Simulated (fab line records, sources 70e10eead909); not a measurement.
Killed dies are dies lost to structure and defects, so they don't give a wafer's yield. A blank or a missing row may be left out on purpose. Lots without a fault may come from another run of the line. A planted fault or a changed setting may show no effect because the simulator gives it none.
A struck lot beside a sound one | flow nand_harc | 40 steps out of a route of 1302
Sound: wafers L278.1, L278.4, L278.5. Struck: wafers L286.1, L286.2, L286.3. The cause comes at the end.
At each step with rows: each side's tool, then ch and its chambers, then its first start. Under that, the readings that differ: sound wafers | struck wafers | difference of the means | sigmas: that difference in standard deviations of wafers without a fault.
alike: readings whose means differ by less than 2 such deviations, and words and numbers that are the same on both sides. not compared: withheld readings, readings that some wafer has no value for, bounds like >300 that may hide the same value, and numbers for which the record gives no deviation and whose values overlap.
The two part at a step that has a row with sigmas, a row that says differs or no value, or rows on one side only. Numbers that don't overlap but have no deviation are shown without sigmas and don't part them. A reading that every wafer of one side lacks parts them only if that side has two wafers or more.

first, 4 steps without rows for these wafers: NHARC_A_STAIRCASE_EXPOSE_247 (exposes mask SDS 1); NHARC_A_STAIRCASE_PEB_248 (peb time 130 s); NHARC_A_STAIRCASE_DEVELOP_249 (time 140 s); NHARC_A_STAIRCASE_HARDBAKE_251 (time 140 s).
NHARC_A_STAIRCASE_DESCUM_252: chemistry O2, time 3 s.
  sound on rie_diel-10 ch 0,1, day 19 05:23; struck on rie_diel-02 ch 0,1,3, day 22 05:45
  alike: drypump_motor_current_A, oes_product_au, rf_vpp_V, showerhead_plenum_p_Torr, throttle_valve_pct
  not compared: rf_hours_counter_h
NHARC_A_STAIRCASE_ETCH_253: etches the open film in C4F8/O2, target depth 50 nm, time 20.2 s.
  sound on rie_diel-10 ch 1,2,3, day 19 05:29; struck on rie_diel-02 ch 0,2,3, day 22 05:50
  alike: bias_w, oes_product_au, rf_vpp_V
  not compared: rf_hours_counter_h
NHARC_A_STAIRCASE_STRIP_254: strips in O2.
  sound on plasma_asher-02 ch 0,1, day 19 05:34; struck on plasma_asher-02 ch 0,1, day 22 05:56
  alike: drypump_motor_current_A, heater_power_w
  not compared: rf_hours_counter_h
then, 4 steps without rows for these wafers: NHARC_A_STAIRCASE_STRIP_255 (strips in SPM, time 900 s); NHARC_A_STAIRCASE_PRECLEAN_256 (cleans in SC1); NHARC_A_STAIRCASE_SRD_257; NHARC_A_STAIRCASE_HM_DEP_456 (deposits aC, target thk 3100 nm).
NHARC_A_STAIRCASE_DEP_259: deposits SiON, target thk 30 nm.
  sound on pecvd-01 ch 0,2, day 19 11:04; struck on pecvd-02 ch 0,1,2, day 22 08:41
  alike: heater_power_w, susceptor_temp_C
then, 9 steps without rows for these wafers: NHARC_A_STAIRCASE_DEHYDRATE_260 (time 120 s); NHARC_A_STAIRCASE_HMDS_261 (time 30 s); NHARC_A_STAIRCASE_COAT_262; NHARC_A_STAIRCASE_SOFTBAKE_263 (time 170 s); NHARC_A_STAIRCASE_EBR_264; NHARC_A_STAIRCASE_EXPOSE_265 (exposes mask CHOP 200); NHARC_A_STAIRCASE_PEB_266 (peb time 130 s); NHARC_A_STAIRCASE_DEVELOP_267 (time 140 s); NHARC_A_STAIRCASE_HARDBAKE_269 (time 140 s).
NHARC_A_STAIRCASE_DESCUM_270: chemistry O2, time 3 s.
  sound on rie_diel-02 ch 0,1, day 19 12:03; struck on rie_diel-01 ch 1,2,3, day 22 09:33
  alike: drypump_motor_current_A, oes_product_au, rf_vpp_V, showerhead_plenum_p_Torr, throttle_valve_pct
  not compared: rf_hours_counter_h
then, 3 steps without rows for these wafers: NHARC_A_STAIRCASE_ETCH_271 (etches the open film in CF4/CHF3); NHARC_A_STAIRCASE_HM_OPEN_457 (chemistry O2/COS); NHARC_A_STAIRCASE_STRIP_458 (strips in O2/COS).
NHARC_A_STAIRCASE_ETCH_451: etches the open film in CF4/O2, target depth 30 nm, overetch 3 nm, time 16.5 s.
  sound on rie_diel-02 ch 0,1,3; struck on rie_diel-01 ch 0,2,3
  alike: bias_w, drypump_motor_current_A, oes_o_777_au, oes_product_au, rf_vpp_V, showerhead_plenum_p_Torr, throttle_valve_pct
  not compared: rf_hours_counter_h
then, 13 steps without rows for these wafers: NHARC_A_STAIRCASE_ETCH_273 (etches the open film in C4F8/O2/Ar, target depth 10200 nm, time 2468.6 s); NHARC_A_STAIRCASE_STRIP_274 (strips in O2); NHARC_A_STAIRCASE_STRIP_275 (strips in SPM, time 900 s); NHARC_A_STAIRCASE_PRECLEAN_276 (cleans in SC1); NHARC_A_STAIRCASE_SRD_277; NHARC_A_STAIRCASE_HM_DEP_459 (deposits aC, target thk 1500 nm); NHARC_A_STAIRCASE_DEP_280 (deposits SiON, target thk 30 nm); NHARC_A_STAIRCASE_DEHYDRATE_281 (time 120 s); NHARC_A_STAIRCASE_HMDS_282 (time 30 s); NHARC_A_STAIRCASE_COAT_283; NHARC_A_STAIRCASE_SOFTBAKE_284 (time 170 s); NHARC_A_STAIRCASE_EBR_285; NHARC_A_STAIRCASE_EXPOSE_286 (exposes mask CHOP 100).
-- the record jumps here: 8 days lie between the struck wafers' starts before and after (it left off in module A_STAIRCASE and takes up again in module END, whose first step shown is number 1302 of the route) --
NHARC_END_SORT_01:
  the record has rows for the struck wafers here (prober-02 ch 0, day 30 06:44) and none for the sound ones

WHERE THEY PART
Only at NHARC_END_SORT_01, within this record.

WHY: what the simulator had put in
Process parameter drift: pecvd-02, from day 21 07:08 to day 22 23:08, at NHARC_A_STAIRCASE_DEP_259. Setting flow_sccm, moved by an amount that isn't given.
